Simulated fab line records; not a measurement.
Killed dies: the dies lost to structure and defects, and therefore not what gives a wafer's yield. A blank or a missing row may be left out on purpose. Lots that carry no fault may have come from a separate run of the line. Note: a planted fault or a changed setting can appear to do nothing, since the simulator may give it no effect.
Split-lot study -- flow n5-finfet -- on a route of 1938 steps: 7 lots, 39 wafers read

SPLIT DETAILS
At N5_BEOL_M13_ETCH_68 (etches SOC in N2/H2, time 355 s), the setting time-s was moved away from the recipe's 355 s on 15 of the 39 wafers read, by -55.4% to +49.2%. For the rest of the wafers, this setting stayed at what the recipe calls for.

FROM THE SPLIT TO THE READING: what the file shows between them, 3 steps
- N5_BEOL_M13_STRIP_69: strips in N2/H2
- N5_BEOL_M13_TRENCH_ETCH_34: etches SiOC in C4F8/O2/Ar, target depth 413.47 nm, time 162.6 s
- N5_BEOL_M13_STRIP_37: strips in N2/H2

THE READING
BEOL_M13.cd-nm (the simulator's own value, which no gauge read), in nm, at N5_BEOL_M13_ETCH_38 (etches SiCN in CF4/N2, target depth 67.5 nm, time 71.9 s). No usual value for it is given in the file. Across the 24 wafers here that went through the recipe, the average is 208.5 nm and the standard deviation 0.88 nm.

wafer,"tool, chamber at the split","time-s as run, s",against the recipe,"BEOL_M13.cd-nm, nm",against lot-mates on the recipe
L074.1,"rie-diel-06, 1",179.3,-49.5%,206.4,-2.2
L074.2,"rie-diel-06, 2",179.3,-49.5%,207.4,-1.2
L074.3,"rie-diel-06, 3",355,recipe,209,-
L074.4,"rie-diel-06, 1",179.3,-49.5%,205.2,-3.4
L074.5,"rie-diel-06, 3",355,recipe,208,-
L074.6,"rie-diel-06, 2",355,recipe,208.8,-
L075.1,"rie-diel-06, 1",355,recipe,208.6,-
L075.2,"rie-diel-06, 0",189.6,-46.6%,206.2,-2.3
L075.3,"rie-diel-06, 2",355,recipe,208,-
L075.4,"rie-diel-06, 3",355,recipe,208.8,-
L075.5,"rie-diel-06, 3",189.6,-46.6%,205.8,-2.7
L075.6,"rie-diel-06, 0",189.6,-46.6%,206.4,-2.1
L081.1,"rie-diel-05, 2",507.7,+43.0%,210.8,+1.3
L081.2,"rie-diel-05, 0,3",355,recipe,208.8,-
L081.3,"rie-diel-05, 1",507.7,+43.0%,211.6,+2.1
L081.4,"rie-diel-05, 0,3",355,recipe,210,-
L081.5,"rie-diel-05, 3",355,recipe,209.6,-
L081.6,"rie-diel-05, 0",507.7,+43.0%,210,+0.5
L085.3,"rie-diel-02, 2",355,recipe,208,-
L085.4,"rie-diel-02, 3",355,recipe,206.8,-
L085.6,"rie-diel-02, 0",355,recipe,207.8,-
L090.1,"rie-diel-02, 2",355,recipe,207.2,-
L090.2,"rie-diel-02, 0",355,recipe,208.6,-
L090.3,"rie-diel-02, 1,3,3",158.2,-55.4%,206.6,-1.7
L090.4,"rie-diel-02, 1,3,3",158.2,-55.4%,206.2,-2.1
L090.5,"rie-diel-02, 1,3,3",158.2,-55.4%,205.4,-2.9
L090.6,"rie-diel-02, 0",355,recipe,209,-
L095.1,"rie-diel-06, 3",355,recipe,209.6,-
L095.2,"rie-diel-06, 1",355,recipe,209.2,-
L095.3,"rie-diel-06, 2",355,recipe,208.2,-
L095.4,"rie-diel-06, 0",355,recipe,208.6,-
L095.5,"rie-diel-06, 2",355,recipe,209.8,-
L095.6,"rie-diel-06, 3",355,recipe,209.4,-
L096.1,"rie-diel-06, 3",355,recipe,206.6,-
L096.2,"rie-diel-06, 1",355,recipe,208,-
L096.6,"rie-diel-06, 0",355,recipe,208,-
L096.3,"rie-diel-06, 0",529.5,+49.2%,210.2,+2.7
L096.4,"rie-diel-06, 2",529.5,+49.2%,210.2,+2.7
L096.5,"rie-diel-06, 1",529.5,+49.2%,210.4,+2.9
Rows listing several chambers each stand for several wafers; the file does not say which wafer went through which chamber.

THE FIT
A straight line over all 39 wafers: BEOL_M13.cd-nm changes by +0.045 nm for each +1% of time-s; r = +0.86; the points scatter about the line by 0.81 nm.
The same after taking each lot's own level away (the mean of its wafers on the recipe; 39 wafers): +0.0447 nm for each +1%; r = +0.91; scatter 0.63 nm.
That fit puts the effect of the largest move of time-s on the reading at 2.5 nm.
The lots' own levels span 207.53 to 209.47 nm, that is 2.2 times the standard deviation above.
The two slopes are in agreement: the lot-to-lot level therefore moves the slope only a little.
Check: -2.57 nm against its lot-mates is what the line predicts for one of the wafers moved furthest among these (-55.4%) when that wafer is left out of the fit. Against them it came out at -1.67 nm.

OTHER SPLITS ON THESE WAFERS
Note: prior to the reading, these wafers also went through further splits. Each is held against what the fit with the lots' levels taken away leaves over:
other split on the same wafers,wafers away from the commonest value,r with BEOL_M13.cd-nm (lot level and that fit taken away)
N5_ZERO_LAYER_PECVD_02 time-s,15,-0.13
N5_ZERO_LAYER_DEVELOP_10 develop-time-s,15,-0.26
N5_SDB_ALD_29 ald-cycles,15,+0.06
N5_BEOL_M0_SAQP_ILD_DEP_01 time-s,9,+0.23
N5_BEOL_M8_ILD_DEP_00 time-s,9,-0.21
N5_BEOL_M12_ETCH_68 time-s,12,+0.04

THE WHOLE CHAIN: every reading that the file lists as answering this split, in the file's order
step,what it does,reading,change (the file's fit),r (the file's)
N5_BEOL_M13_ETCH_68,"etches SOC in N2/H2, time 355 s","SiARC_of_BEOL_M13_COAT_66.thk-nm (the simulator's own value, which no gauge read)",-0.327 nm for each +1% of the setting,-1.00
N5_BEOL_M13_ETCH_38,"etches SiCN in CF4/N2, target depth 67.5 nm, time 71.9 s","BEOL_M13.cd-nm (the simulator's own value, which no gauge read)",+0.0447 nm for each +1% of the setting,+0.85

THE FILE'S OWN FIT
BEOL_M13.cd-nm changes by +0.0447 nm for each +1% of time-s, r = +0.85.
